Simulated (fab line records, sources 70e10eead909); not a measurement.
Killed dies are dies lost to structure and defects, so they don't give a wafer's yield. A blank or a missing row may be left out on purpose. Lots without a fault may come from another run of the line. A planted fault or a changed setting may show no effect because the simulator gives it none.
fab line records | flow nand_harc
record lots=24 wafers=72 last_day=34
route steps=1302 shown A_SLIT@943 A_CONTACT@986
lots that met no fault: from a run of the same line without faults
start_h: hours from the record's first day to the start of the lot's first wafer shown | wait_h: hours since the lot's step before | " the same as in the row above | L1.1+2: a row that stands for several wafers | - no value, or no start given | * or withheld: withheld | < > ~ a bound
route shown NAME@n: a module of which the file shows steps, and the number in the route of the first | usual: mean/standard deviation of fault-free wafers | same: alike in all rows | chamber/n: place in a boat | sites: the reading at each site | _std_site: their standard deviation | _edge_site: outer sites' mean less inner sites' | radius_mm: how far each site lies from the wafer's centre | mask NAME#n: copy n | behind: the tool/chamber that last shaped the wafer | hold: why the lot was held/for how many hours/how that ended | device: the transistor (n, p or np) that didn't switch | end of line: the same wafers' tests at the end of the route | a step without rows: its recipe alone | killed: dies lost to structure and defects at the first sort, not the wafer's yield | map: a wafer's dies, x killed, . not, _ none there
set.NAME: the setting as run; set.NAME@STEP: as run at that earlier step | model.NAME: the simulator's own value behind a step, which no gauge read
steps of the route over a sample of lots; a table a step, a row a wafer
services: from which hour (start_h, from the record's first day; less than 0 if before it) a tool's chamber was out of use, for how many hours, and why
## steps
# step NHARC_A_SLIT_STRIP_18
# recipe o2_flow_sccm=500 ar_flow_sccm=0 bias_w=0 chemistry=O2
# usual drypump_motor_current_A=5.8/0.55 oes_product_au=1.000/0.0077 rf_vpp_V=57.6/0.87 showerhead_plenum_p_Torr=3.49/0.14 throttle_valve_pct=17.036/0.009
# columns lot.wafer tool chamber start_h wait_h drypump_motor_current_A oes_product_au rf_hours_counter_h rf_vpp_V showerhead_plenum_p_Torr throttle_valve_pct
L074.3 rie_diel-12 1 - - 4.9 0.997 3.1 57.3 3.66 17.047
L074.2 " 3 " " 6.2 1.010 1.7 57.7 3.37 17.043
L074.6 " 1 " " 4.9 1.002 - 58.5 3.66 17.030
L075.3 rie_diel-11 1 - - 6.4 1.010 0.5 57.8 3.37 17.024
L075.6 " 3 " " 5.7 0.991 - 57.4 3.45 17.036
L075.5 " 0 " " 5.4 0.995 - 57.9 3.70 17.039
L076.2 rie_diel-03 0 - - 5.4 0.995 1.3 58.8 3.63 17.027
L076.3 " 1 " " 5.6 1.003 1.2 57.1 3.41 17.041
L076.4 " 2 " " 6.5 1.010 1.5 57.7 3.50 17.047
L077.4 rie_diel-12 1 - - 5.0 0.997 3.3 57.4 3.66 17.031
L077.6 " 0 " " 5.0 1.002 - 57.6 3.33 17.027
L077.5 " 1 " " 5.0 0.999 - 57.6 3.66 17.037
L078.1 rie_diel-03 2 - - 6.5 1.004 2.1 57.6 3.50 17.031
L078.3 " 0 " " 5.3 1.002 2.5 57.7 3.63 17.044
L078.2 " 1 " " 5.7 1.002 2.4 58.1 3.41 17.033
L079.1 rie_diel-11 3 - - 5.7 0.992 1.6 57.3 3.45 17.043
L079.3 " 0 " " 5.4 1.012 2.1 58.1 3.70 17.017
L079.4 " 2 " " 6.4 0.998 1.6 56.9 3.32 17.034
L080.2 rie_diel-11 2 - - 6.4 0.992 2.6 56.6 3.32 17.045
L080.4 " 3 " " 5.7 0.982 2.7 56.9 3.44 17.042
L080.6 " 1 " " 6.3 0.991 - 55.8 3.37 17.027
L081.3 rie_diel-03 0 - - 5.3 0.994 3.2 58.4 3.63 17.062
L081.2 " 3 " " 6.5 1.002 3.0 59.6 3.70 17.038
L081.5 " 0 " " 5.3 0.983 - 58.3 3.63 17.037
L083.4 rie_diel-12 3 - - 6.2 1.004 3.8 57.5 3.37 17.031
L083.2 " 0 " " 5.1 0.997 5.6 57.7 3.33 17.045
L083.5 " 3 " " 6.2 1.007 - 59.1 3.37 17.045
L082.2 rie_diel-11 2 - - 6.4 1.000 3.1 58.1 3.32 17.053
L082.1 " 0 " " 5.4 1.004 3.9 58.2 3.69 17.039
L082.5 " 3 " " 5.7 0.997 - 58.9 3.44 17.032
L084.4 rie_diel-12 0 - - 5.0 1.002 6.0 56.9 3.33 17.048
L084.2 " 1 " " 4.9 0.987 6.9 58.7 3.66 17.036
L084.6 " 0 " " 5.0 1.003 - 57.5 3.33 17.029
L086.4 rie_diel-11 1 - - 6.3 1.004 4.4 57.7 3.37 17.026
L086.3 " 2 " " 6.4 1.014 5.1 57.1 3.32 17.043
L086.6 " 1 " " 6.3 1.008 - 57.2 3.37 17.049
L085.3 rie_diel-12 3 - - 6.2 1.009 5.8 58.5 3.36 17.032
L085.4 " 0 " " 5.0 0.997 7.3 57.7 3.33 17.035
L085.2 " 1 " " 4.9 0.994 8.1 59.5 3.66 17.040
L087.3 rie_diel-03 2 - - 6.5 0.996 8.3 58.5 3.50 17.027
L087.4 " 3 " " 6.5 1.005 - 58.3 3.70 17.041
L087.6 " 0 " " 5.3 0.994 - 57.9 3.63 17.027
L088.4 rie_diel-11 0 - - 5.4 1.009 7.0 58.8 3.69 17.037
L088.3 " 3 " " 5.7 1.001 7.1 58.2 3.44 17.028
L088.6 " 0 " " 5.4 1.013 - 57.5 3.69 17.025
L089.2 rie_diel-12 1 - - 4.9 0.990 11.1 57.3 3.66 17.034
L089.1 " 3 " " 6.2 1.014 8.4 56.2 3.36 17.046
L089.6 " 1 " " 4.9 0.992 - 57.0 3.66 17.024
L090.2 rie_diel-12 0 - - 5.0 1.001 10.9 55.4 3.33 17.021
L090.3 " 2 " " 5.7 0.998 8.8 57.0 3.58 17.028
L090.5 " 0 " " 5.0 0.988 - 57.2 3.33 17.021
L091.3 rie_diel-12 1 - - 4.9 0.981 11.3 57.1 3.66 17.042
L091.4 " 2 " " 5.7 0.995 8.8 58.7 3.58 17.023
L091.6 " 0 " " 5.0 0.999 - 54.7 3.33 17.045
L093.4 rie_diel-11 0 - - 5.4 0.992 - 58.5 3.69 17.045
L093.6 " 1 " " 6.3 0.994 - 58.0 3.36 17.033
L093.5 " 3 " " 5.7 0.994 - 58.9 3.44 17.038
L092.4 rie_diel-12 3 - - 6.3 0.994 0.6 57.1 3.36 17.027
L092.6 " 2 " " 5.8 1.000 - 57.3 3.58 17.037
L092.5 " 3 " " 6.2 1.001 - 55.7 3.36 17.051
L097.2 rie_diel-11 1 - - 6.3 1.000 3.3 56.9 3.36 17.041
L097.1 " 3 " " 5.7 0.991 3.0 57.5 3.44 17.054
L097.5 " 0 " " 5.4 0.994 - 57.0 3.69 17.047
L095.2 rie_diel-03 2 - - 6.5 1.009 2.5 58.9 3.50 17.036
L095.5 " 0 " " 5.3 0.990 - 57.9 3.63 17.033
L095.6 " 1 " " 5.7 1.010 - 58.5 3.40 17.044
L094.4 rie_diel-11 2 - - 6.4 1.000 3.9 56.8 3.32 17.025
L094.2 " 3 " " 5.7 0.992 3.0 58.5 3.44 17.021
L094.1 " 0 " " 5.4 1.001 2.5 58.7 3.69 17.040
L096.3 rie_diel-03 1 - - 5.6 1.011 3.3 57.2 3.40 17.024
L096.2 " 3 " " 6.5 1.002 2.9 56.7 3.69 17.051
L096.5 " 2 " " 6.5 1.010 - 58.0 3.50 17.022
# step NHARC_A_CONTACT_DEP_29
# recipe target_thk_a=1000 target_thk_nm=100 temp_c=400 pressure_torr=3.5 flow_sccm=200 rf_w=350 material=SiON
# usual heater_power_w=717/69 showerhead_vpp_V=1189/57 susceptor_temp_C=400.00/0.23
# columns lot.wafer tool chamber start_h wait_h heater_power_w showerhead_vpp_V susceptor_temp_C
L074.3 pecvd-03 1 510.56 2.2 707 1080 400.12
L074.2 " 0 " " 781 1194 399.79
L074.6 " 2 " " 860 1161 400.14
L075.3 pecvd-02 2 510.70 2.2 789 1221 400.24
L075.5 " 2 " " 775 1248 400.63
L075.6 " 0 " " 732 1175 400.52
L076.3 pecvd-02 1 516.72 2.2 747 1220 399.82
L076.2 " 2 " " 726 1237 399.81
L076.4 " 1 " " 737 1256 399.97
L077.6 pecvd-03 1 516.75 0.1 751 1089 399.60
L077.4 " 2 " " 801 1145 400.20
L077.5 " 0 " " 746 1168 399.98
L079.1 pecvd-04 1 531.93 3.6 644 1166 399.81
L079.3 " 2 " " 663 1174 399.73
L079.4 " 2 " " 670 1151 399.75
L078.2 pecvd-03 0 533.92 2.8 674 1179 399.83
L078.3 " 1 " " 773 1094 400.32
L078.1 " 2 " " 826 1157 400.11
L080.2 pecvd-04 0 549.63 2.8 606 1288 399.86
L080.4 " 2 " " 762 1175 399.90
L080.6 " 1 " " 582 1167 399.91
L081.3 pecvd-04 0 554.05 2.1 687 1277 399.74
L081.2 " 2 " " 757 1179 400.38
L081.5 " 2 " " 782 1167 399.98
L083.2 pecvd-02 2 568.75 2.9 699 1250 399.84
L083.5 " 0 " " 800 1153 399.99
L083.4 " 1 " " 707 1232 400.54
L082.2 pecvd-03 0 583.68 2.8 683 1191 399.75
L082.1 " 2 " " 849 1156 400.18
L082.5 " 0 " " 713 1162 399.96
L084.2 pecvd-03 2 602.22 2.9 786 1170 400.23
L084.6 " 0 " " 772 1184 399.90
L084.4 " 1 " " 732 1100 399.80
L086.3 pecvd-04 1 611.25 2.1 645 1172 400.11
L086.6 " 1 " " 675 1158 399.99
L086.4 " 0 " " 673 1279 399.79
L085.3 pecvd-04 0 611.45 2.2 715 1258 399.89
L085.2 " 1 " " 611 1170 400.01
L085.4 " 0 " " 696 1273 399.94
L087.3 pecvd-04 0 650.92 2.1 691 1276 400.07
L087.4 " 0 " " 715 1301 400.13
L087.6 " 1 " " 628 1173 399.94
L090.2 pecvd-02 1 650.95 2.8 801 1246 400.01
L090.3 " 0 " " 731 1164 399.99
L090.5 " 2 " " 703 1246 399.95
L089.2 pecvd-03 2 651.16 2.9 841 1155 400.43
L089.1 " 1 " " 829 1084 400.17
L089.6 " 1 " " 677 1090 400.09
L091.3 pecvd-04 2 655.15 2.2 711 1169 400.06
L091.6 " 2 " " 706 1181 400.11
L091.4 " 1 " " 633 1161 399.74
L088.3 pecvd-04 2 655.38 2.1 688 1150 399.99
L088.6 " 1 " " 568 1177 399.80
L088.4 " 2 " " 706 1188 400.00
L093.6 pecvd-04 0 672.70 0.1 736 1300 399.75
L093.4 " 1 " " 585 1172 400.28
L093.5 " 2 " " 620 1158 400.48
L092.5 pecvd-04 0 690.31 0.8 633 1268 399.74
L092.6 " 1 " " 652 1165 400.19
L092.4 " 2 " " 705 1182 400.17
L097.2 pecvd-03 0 725.31 2.8 679 1183 400.12
L097.1 " 2 " " 855 1158 400.03
L097.5 " 0 " " 689 1173 399.96
L095.2 pecvd-04 2 726.00 3.0 716 1164 399.52
L095.5 " 0 " " 714 1296 399.92
L095.6 " 1 " " 623 1146 399.78
L096.3 pecvd-02 2 730.47 2.1 758 1226 399.94
L096.2 " 0 " " 746 1171 399.96
L096.5 " 1 " " 757 1242 400.08
L094.2 pecvd-02 0 730.61 2.9 698 1157 400.19
L094.1 " 2 " " 791 1256 400.13
L094.4 " 2 " " 783 1228 400.41
# step NHARC_A_CONTACT_ETCH_120
# recipe source_w=withheld pressure_mtorr=20 bias_v=3000 time_s=190 target_depth_a=18500 ar_flow_sccm=withheld c4f8_flow_sccm=withheld o2_flow_sccm=withheld chemistry=C4F8/O2/Ar
# columns lot.wafer tool chamber start_h wait_h rf_hours_counter_h
L074.2 har_cap_etch-03 1 514.77 0.1 41
L074.3 " 0 " " -
L074.6 " 1 " " -
L075.3 har_cap_etch-02 1 515.13 0.1 -
L075.5 " 0 " " -
L075.6 " 1 " " -
L077.4 har_cap_etch-01 0 520.94 0.1 -
L077.5 " 1 " " -
L077.6 " 0 " " -
L076.2 har_cap_etch-03 0 520.99 0.1 43
L076.4 " 0 " " -
L076.3 " 1 " " -
L079.1 har_cap_etch-01 1 536.25 0.1 5
L079.4 " 0 " " -
L079.3 " 1 " " -
L078.1 har_cap_etch-02 1 538.74 0.1 88
L078.2 " 0 " " 88
L078.3 " 1 " " -
L080.2 har_cap_etch-02 0 553.99 0.2 92
L080.4 " 1 " " -
L080.6 " 1 " " -
L081.2 har_cap_etch-03 0 558.36 0.1 53
L081.3 " 1 " " -
L081.5 " 0 " " -
L083.2 har_cap_etch-03 0 579.17 0.1 55
L083.4 " 0 " " -
L083.5 " 1 " " -
L082.2 har_cap_etch-01 0 587.96 0.1 14
L082.1 " 1 " " 14
L082.5 " 1 " " -
L084.2 har_cap_etch-02 1 606.51 0.1 99
L084.4 " 1 " " -
L084.6 " 1 " " -
L086.3 har_cap_etch-01 0 615.47 0.1 -
L086.4 " 1 " " -
L086.6 " 0 " " -
L085.2 har_cap_etch-03 0 615.74 0.1 62
L085.4 " 0 " " -
L085.3 " 1 " " -
L089.2 har_cap_etch-03 1 655.54 0.1 66
L089.1 " 0 " " 66
L089.6 " 0 " " -
L087.4 har_cap_etch-01 0 655.86 0.1 -
L087.3 " 1 " " -
L087.6 " 1 " " -
L090.2 har_cap_etch-02 1 656.97 0.1 106
L090.3 " 0 " " -
L090.5 " 0 " " -
L091.4 har_cap_etch-03 1 659.61 0.1 -
L091.3 " 0 " " -
L091.6 " 0 " " -
L088.3 har_cap_etch-01 0 659.69 0.1 -
L088.4 " 1 " " -
L088.6 " 0 " " -
L093.4 har_cap_etch-02 1 676.98 0.1 -
L093.6 " 1 " " -
L093.5 " 0 " " -
L092.4 har_cap_etch-01 0 694.63 0.1 -
L092.5 " 1 " " -
L092.6 " 0 " " -
L097.2 har_cap_etch-02 1 729.61 0.1 117
L097.1 " 0 " " 117
L097.5 " 1 " " -
L095.2 har_cap_etch-03 0 730.29 0.1 80
L095.5 " 0 " " -
L095.6 " 1 " " -
L094.1 har_cap_etch-02 1 735.27 0.1 119
L094.2 " 0 " " 119
L094.4 " 1 " " -
L096.2 har_cap_etch-01 0 735.30 0.2 36
L096.3 " 1 " " -
L096.5 " 0 " " -
# step NHARC_A_CONTACT_ETCH_90
# recipe target_depth_a=400 over_etch_frac=0.5 time_s=85.7 ion_energy_ev=120 ch3f_flow_sccm=50 o2_flow_sccm=30 ar_flow_sccm=200 rf_w=500 bias_w=100 chemistry=CH3F/O2
# usual drypump_motor_current_A=5.8/0.35 oes_product_au=0.97/0.035 rf_vpp_V=244.3/1.7 showerhead_plenum_p_Torr=2.44/0.11 throttle_valve_pct=20.663/0.0086
# columns lot.wafer tool chamber start_h wait_h drypump_motor_current_A oes_product_au rf_hours_counter_h rf_vpp_V showerhead_plenum_p_Torr throttle_valve_pct
L074.3 rie_diel-04 2 516.26 0.7 6.2 0.98 25 243.1 2.32 20.658
L074.2 " 3 " " 5.8 0.98 26 246.4 2.52 20.675
L074.6 " 0 " " 5.8 0.97 - 244.0 2.38 20.662
L075.3 rie_diel-06 1 516.56 0.7 5.9 1.00 9 245.8 2.66 20.655
L075.6 " 3 " " 5.4 1.01 - 243.4 2.35 20.671
L075.5 " 0 " " 6.5 1.01 - 246.0 2.52 20.657
L077.4 rie_diel-04 0 522.33 0.6 5.8 0.92 25 243.2 2.37 20.657
L077.6 " 0 " " 5.8 0.92 - 241.8 2.38 20.663
L077.5 " 1 " " 5.7 0.92 - 246.0 2.49 20.669
L076.3 rie_diel-04 2 522.49 0.6 6.2 0.93 27 242.7 2.32 20.661
L076.2 " 0 " " 5.8 0.93 25 242.4 2.37 20.666
L076.4 " 1 " " 5.7 0.92 25 245.6 2.49 20.656
L079.1 rie_diel-06 1 537.71 0.8 5.9 0.92 17 245.7 2.65 20.656
L079.3 " 2 " " 5.3 0.93 18 242.3 2.34 20.661
L079.4 " 3 " " 5.4 0.95 13 241.8 2.35 20.660
L078.3 rie_diel-06 2 540.23 0.7 5.3 1.01 18 244.1 2.34 20.665
L078.2 " 0 " " 6.5 1.00 14 245.7 2.52 20.659
L078.1 " 1 " " 5.9 1.00 18 246.8 2.65 20.671
L080.4 rie_diel-04 1 555.79 0.8 5.6 1.00 2 245.2 2.49 20.672
L080.2 " 0 " " 5.8 0.99 2 243.1 2.37 20.654
L080.6 " 2 " " 6.2 0.99 - 242.1 2.31 20.649
L081.3 rie_diel-06 3 559.89 0.7 5.3 0.93 19 242.8 2.35 20.673
L081.2 " 0 " " 6.5 0.92 21 244.8 2.51 20.647
L081.5 " 1 " " 5.9 0.92 - 245.6 2.65 20.653
L083.2 rie_diel-06 1 580.65 0.9 5.9 1.00 31 246.7 2.65 20.661
L083.4 " 2 " " 5.3 0.98 31 242.3 2.33 20.666
L083.5 " 1 " " 5.9 1.00 - 246.1 2.65 20.654
L082.1 rie_diel-04 3 589.52 0.9 5.8 1.00 6 245.8 2.52 20.662
L082.2 " 0 " " 5.9 1.00 7 243.6 2.37 20.672
L082.5 " 2 " " 6.2 1.00 - 242.8 2.31 20.674
L084.2 rie_diel-13 2 608.02 0.9 6.2 0.93 27 247.1 2.50 20.653
L084.4 " 3 " " 6.2 1.00 17 246.8 2.52 20.661
L084.6 " 0 " " 5.4 0.94 - 247.2 2.62 20.676
L086.3 rie_diel-13 2 616.91 0.7 6.2 1.01 27 244.2 2.50 20.658
L086.4 " 0 " " 5.4 1.02 28 245.7 2.62 20.674
L086.6 " 2 " " 6.2 1.00 - 244.4 2.50 20.665
L085.2 rie_diel-04 3 617.23 0.9 5.8 0.96 10 245.8 2.52 20.661
L085.4 " 0 " " 5.8 0.96 10 243.5 2.37 20.660
L085.3 " 1 " " 5.7 0.96 10 244.1 2.49 20.665
L089.2 rie_diel-04 0 657.57 1.4 5.9 0.99 18 244.1 2.37 20.665
L089.1 " 1 " " 5.7 1.00 17 245.8 2.49 20.664
L089.6 " 3 " " 5.8 1.01 - 246.4 2.52 20.661
L087.3 rie_diel-13 3 657.64 1.0 6.2 1.00 29 246.4 2.51 20.662
L087.4 " 0 " " 5.4 1.00 38 246.1 2.62 20.678
L087.6 " 3 " " 6.2 0.99 - 245.4 2.51 20.673
L090.2 rie_diel-06 1 658.42 0.8 5.9 0.94 52 247.0 2.64 20.659
L090.3 " 0 " " 6.5 0.93 42 246.2 2.51 20.671
L090.5 " 2 " " 5.3 0.93 - 240.7 2.32 20.664
L091.3 rie_diel-04 2 661.04 0.6 6.2 0.93 12 241.8 2.31 20.656
L091.4 " 3 " " 5.7 0.93 17 243.9 2.52 20.666
L091.6 " 2 " " 6.2 0.92 - 242.8 2.31 20.661
L088.3 rie_diel-04 3 661.12 0.7 5.7 0.99 17 246.2 2.52 20.683
L088.4 " 1 " " 5.6 0.98 18 244.6 2.49 20.665
L088.6 " 3 " " 5.7 1.00 - 245.2 2.52 20.666
L093.4 rie_diel-13 2 678.50 0.8 6.2 0.92 49 243.2 2.49 20.683
L093.5 " 0 " " 5.4 0.93 - 246.7 2.61 20.635
L093.6 " 1 " " 5.6 0.92 - 242.7 2.34 20.674
L092.4 rie_diel-04 3 696.08 0.7 5.8 0.99 23 245.6 2.51 20.660
L092.5 " 0 " " 5.8 1.00 - 244.3 2.36 20.671
L092.6 " 1 " " 5.7 0.99 - 244.3 2.48 20.668
L097.2 rie_diel-06 2 731.11 0.9 5.3 1.00 17 242.4 2.32 20.653
L097.1 " 3 " " 5.4 1.01 16 243.5 2.33 20.655
L097.5 " 0 " " 6.5 1.00 - 245.5 2.50 20.660
L095.2 rie_diel-13 0 731.81 0.9 5.4 0.92 6 245.9 2.61 20.661
L095.6 " 1 " " 5.6 0.91 - 243.5 2.34 20.671
L095.5 " 2 " " 6.2 0.91 - 244.5 2.49 20.646
L094.4 rie_diel-06 1 736.76 0.7 5.9 0.99 14 248.0 2.63 20.665
L094.2 " 2 " " 5.3 0.93 18 245.2 2.32 20.665
L094.1 " 0 " " 6.5 0.94 16 244.7 2.50 20.649
L096.3 rie_diel-04 3 737.13 0.8 5.8 1.00 2 245.0 2.51 20.667
L096.2 " 0 " " 5.8 1.01 1 243.3 2.36 20.671
L096.5 " 2 " " 6.2 1.00 - 243.6 2.31 20.670
# step NHARC_A_CONTACT_CD_MEAS_53
# usual cd_nm=289.5/0.79
# columns lot.wafer tool chamber start_h wait_h cd_nm
L074.2 cd_sem-01 - 516.45 - 287.8
L074.3 " - " " 287.2
L074.6 " - " " 288.0
L075.3 cd_sem-03 - 516.75 - 289.3
L075.5 " - " " 289.1
L075.6 " - " " 289.5
L077.4 cd_sem-02 - 522.56 - 289.1
L077.5 " - " " 289.4
L077.6 " - " " 289.5
L076.2 cd_sem-02 - 522.71 - 288.8
L076.3 " - " " 288.5
L076.4 " - " " 289.5
L079.1 cd_sem-01 - 537.93 - 288.8
L079.3 " - " " 288.3
L079.4 " - " " 288.4
L078.1 cd_sem-02 - 540.44 - 288.9
L078.2 " - " " 288.7
L078.3 " - " " 288.4
L080.2 cd_sem-01 - 556.01 - 290.1
L080.4 " - " " 290.1
L080.6 " - " " 289.4
L081.2 cd_sem-01 - 560.09 - 289.6
L081.3 " - " " 289.2
L081.5 " - " " 289.3
L083.2 cd_sem-01 - 580.88 - 290.2
L083.4 " - " " 289.9
L083.5 " - " " 289.6
L082.1 cd_sem-01 - 589.71 - 290.5
L082.2 " - " " 290.3
L082.5 " - " " 289.9
L084.2 cd_sem-01 - 608.22 - 289.2
L084.4 " - " " 289.0
L084.6 " - " " 289.1
L086.3 cd_sem-03 - 617.12 - 290.7
L086.4 " - " " 290.4
L086.6 " - " " 291.1
L085.2 cd_sem-02 - 617.46 - 289.0
L085.3 " - " " 288.9
L085.4 " - " " 288.5
L089.1 cd_sem-01 - 657.76 - 290.1
L089.2 " - " " 289.8
L089.6 " - " " 290.2
L087.3 cd_sem-02 - 657.85 - 289.6
L087.4 " - " " 289.5
L087.6 " - " " 289.3
L090.2 cd_sem-01 - 658.77 - 290.3
L090.3 " - " " 290.8
L090.5 " - " " 290.1
L091.3 cd_sem-02 - 661.29 - 289.9
L091.4 " - " " 290.1
L091.6 " - " " 290.0
L088.3 cd_sem-01 - 661.35 - 290.2
L088.4 " - " " 289.8
L088.6 " - " " 289.4
L093.4 cd_sem-02 - 678.69 - 289.0
L093.5 " - " " 288.4
L093.6 " - " " 288.8
L092.4 cd_sem-03 - 696.26 - 290.4
L092.5 " - " " 290.0
L092.6 " - " " 290.4
L097.1 cd_sem-01 - 731.36 - 289.0
L097.2 " - " " 289.2
L097.5 " - " " 289.6
L095.2 cd_sem-03 - 731.99 - 289.4
L095.5 " - " " 289.3
L095.6 " - " " 289.0
L094.1 cd_sem-03 - 736.98 - 289.8
L094.2 " - " " 289.7
L094.4 " - " " 290.0
L096.2 cd_sem-02 - 737.33 - 290.4
L096.3 " - " " 290.6
L096.5 " - " " 289.9
# step NHARC_A_CONTACT_STRIP_55
# recipe o2_flow_sccm=500 ar_flow_sccm=0 bias_w=0 chemistry=O2
# usual drypump_motor_current_A=5.9/0.3 oes_product_au=1.001/0.0076 rf_vpp_V=57.8/0.95 showerhead_plenum_p_Torr=3.49/0.13 throttle_valve_pct=17.036/0.0086
# columns lot.wafer tool chamber start_h wait_h drypump_motor_current_A oes_product_au rf_hours_counter_h rf_vpp_V showerhead_plenum_p_Torr throttle_valve_pct
L074.2 rie_diel-04 0 - - 5.8 1.004 25 56.9 3.41 17.026
L074.3 " 3 " " 5.8 1.011 26 59.4 3.62 17.021
L074.6 " 1 " " 5.7 0.995 - 58.2 3.58 17.030
L075.3 rie_diel-06 0 - - 6.5 1.005 7 58.3 3.61 17.035
L075.6 " 2 " " 5.3 1.006 - 57.5 3.36 17.041
L075.5 " 3 " " 5.4 1.006 - 58.1 3.38 17.032
L077.4 rie_diel-04 3 - - 5.8 1.011 27 59.0 3.62 17.045
L077.5 " 3 " " 5.8 1.016 - 58.2 3.62 17.027
L077.6 " 0 " " 5.8 1.004 - 56.0 3.41 17.039
L076.4 rie_diel-04 2 - - 6.2 1.016 27 57.3 3.33 17.038
L076.3 " 3 " " 5.8 1.007 27 59.9 3.62 17.051
L076.2 " 1 " " 5.7 0.991 26 57.4 3.58 17.034
L079.4 rie_diel-06 1 - - 5.9 1.000 17 58.6 3.80 17.033
L079.3 " 2 " " 5.3 1.007 18 57.2 3.36 17.035
L079.1 " 3 " " 5.4 1.010 13 57.1 3.37 17.049
L078.2 rie_diel-06 3 - - 5.4 1.003 14 57.8 3.37 17.054
L078.1 " 0 " " 6.5 1.000 15 56.4 3.61 17.042
L078.3 " 2 " " 5.3 0.995 19 57.5 3.36 17.029
L080.4 rie_diel-04 2 - - 6.2 1.017 2 56.6 3.33 17.028
L080.2 " 1 " " 5.7 1.000 2 58.2 3.57 17.057
L080.6 " 3 " " 5.8 1.012 - 58.0 3.62 17.043
L081.2 rie_diel-04 0 - - 5.9 0.997 3 58.4 3.41 17.026
L081.3 " 3 " " 5.8 1.002 3 58.4 3.62 17.041
L081.5 " 0 " " 5.9 1.000 - 58.7 3.41 17.057
L083.4 rie_diel-04 0 - - 5.8 1.004 4 56.3 3.41 17.051
L083.2 " 3 " " 5.8 0.997 4 57.7 3.62 17.045
L083.5 " 0 " " 5.8 1.000 - 56.6 3.41 17.037
L082.2 rie_diel-04 2 - - 6.2 0.998 5 57.3 3.33 17.031
L082.1 " 3 " " 5.8 1.000 6 59.2 3.61 17.041
L082.5 " 3 " " 5.8 0.998 - 57.9 3.61 17.031
L084.4 rie_diel-06 3 - - 5.4 1.012 32 57.1 3.36 17.032
L084.2 " 0 " " 6.5 1.019 34 55.9 3.60 17.025
L084.6 " 0 " " 6.5 1.003 - 58.6 3.60 17.030
L086.4 rie_diel-06 0 - - 6.5 1.025 35 57.9 3.60 17.043
L086.3 " 1 " " 6.0 1.006 42 58.6 3.78 17.044
L086.6 " 3 " " 5.4 1.005 - 57.9 3.36 17.018
L085.4 rie_diel-13 2 - - 6.2 0.991 27 57.3 3.59 17.043
L085.2 " 0 " " 5.4 0.996 28 56.6 3.75 17.034
L085.3 " 1 " " 5.7 1.005 28 58.3 3.38 17.035
L089.2 rie_diel-04 3 - - 5.7 0.994 17 58.7 3.61 17.036
L089.1 " 0 " " 5.8 0.992 18 56.7 3.40 17.046
L089.6 " 2 " " 6.2 0.981 - 57.6 3.32 17.046
L087.4 rie_diel-04 2 - - 6.2 0.992 12 56.6 3.32 17.038
L087.3 " 0 " " 5.8 1.001 18 57.1 3.40 17.040
L087.6 " 2 " " 6.2 0.986 - 57.1 3.32 17.029
L090.3 rie_diel-04 1 - - 5.7 0.993 18 57.7 3.57 17.041
L090.2 " 0 " " 5.8 1.002 18 59.0 3.40 17.040
L090.5 " 1 " " 5.7 0.995 - 58.5 3.57 17.042
L091.3 rie_diel-04 0 - - 5.8 1.005 18 57.4 3.40 17.034
L091.4 " 2 " " 6.2 1.004 12 58.9 3.32 17.047
L091.6 " 0 " " 5.8 0.995 - 58.3 3.40 17.042
L088.3 rie_diel-04 3 - - 5.8 0.987 17 56.5 3.61 17.040
L088.4 " 1 " " 5.7 0.997 18 58.0 3.57 17.040
L088.6 " 2 " " 6.2 0.998 - 59.6 3.32 17.034
L093.6 rie_diel-04 1 - - 5.7 0.991 - 59.1 3.56 17.021
L093.4 " 2 " " 6.2 1.000 - 57.3 3.32 17.048
L093.5 " 3 " " 5.7 0.995 - 57.7 3.60 17.027
L092.4 rie_diel-04 2 - - 6.2 1.008 19 59.2 3.32 17.041
L092.5 " 3 " " 5.8 1.004 - 56.6 3.60 17.026
L092.6 " 0 " " 5.8 1.000 - 57.7 3.40 17.043
L097.1 rie_diel-04 0 - - 5.8 0.998 1 57.3 3.40 17.034
L097.2 " 3 " " 5.8 1.004 2 56.1 3.60 17.023
L097.5 " 1 " " 5.7 1.003 - 57.8 3.56 17.023
L095.2 rie_diel-04 1 - - 5.7 0.991 1 60.1 3.56 17.032
L095.5 " 1 " " 5.7 0.994 - 58.3 3.56 17.049
L095.6 " 2 " " 6.3 0.996 - 56.3 3.32 17.047
L094.1 rie_diel-04 1 - - 5.7 0.994 1 57.8 3.56 17.031
L094.4 " 2 " " 6.2 1.008 2 58.6 3.32 17.035
L094.2 " 3 " " 5.8 1.008 2 59.0 3.60 17.028
L096.2 rie_diel-04 3 - - 5.8 0.996 2 57.4 3.60 17.038
L096.3 " 0 " " 5.8 0.998 1 59.1 3.40 17.032
L096.5 " 0 " " 5.8 1.010 - 59.8 3.40 17.041
## services
# columns tool chamber start_h hours kind
rie_diel-11 1 454.94 10.1 repair
pecvd-04 2 474.05 12.7 repair
rie_diel-04 1 475.97 1.6 repair
rie_diel-06 - 484.56 9.0 pm
rie_diel-06 3 493.93 7.9 repair
har_cap_etch-01 - 497.00 17.0 pm
pecvd-04 1 517.90 5.6 repair
rie_diel-04 - 532.65 9.0 pm
pecvd-04 - 582.43 0.5 repair
rie_diel-11 3 605.15 3.1 repair
rie_diel-11 - 609.53 9.0 pm
rie_diel-12 - 622.40 9.0 pm
pecvd-04 2 622.94 3.1 repair
rie_diel-04 2 628.00 28.6 repair
pecvd-04 - 631.08 13.0 pm
rie_diel-04 3 639.10 1.6 repair
rie_diel-06 0 640.55 9.3 repair
rie_diel-11 2 641.67 10.2 repair
rie_diel-11 0 643.35 6.9 repair
rie_diel-11 1 651.02 14.0 repair
rie_diel-06 - 663.29 9.0 pm
rie_diel-04 - 709.65 9.0 pm
rie_diel-12 1 723.05 32.1 repair
rie_diel-06 1 723.40 11.9 repair
## key
fault none
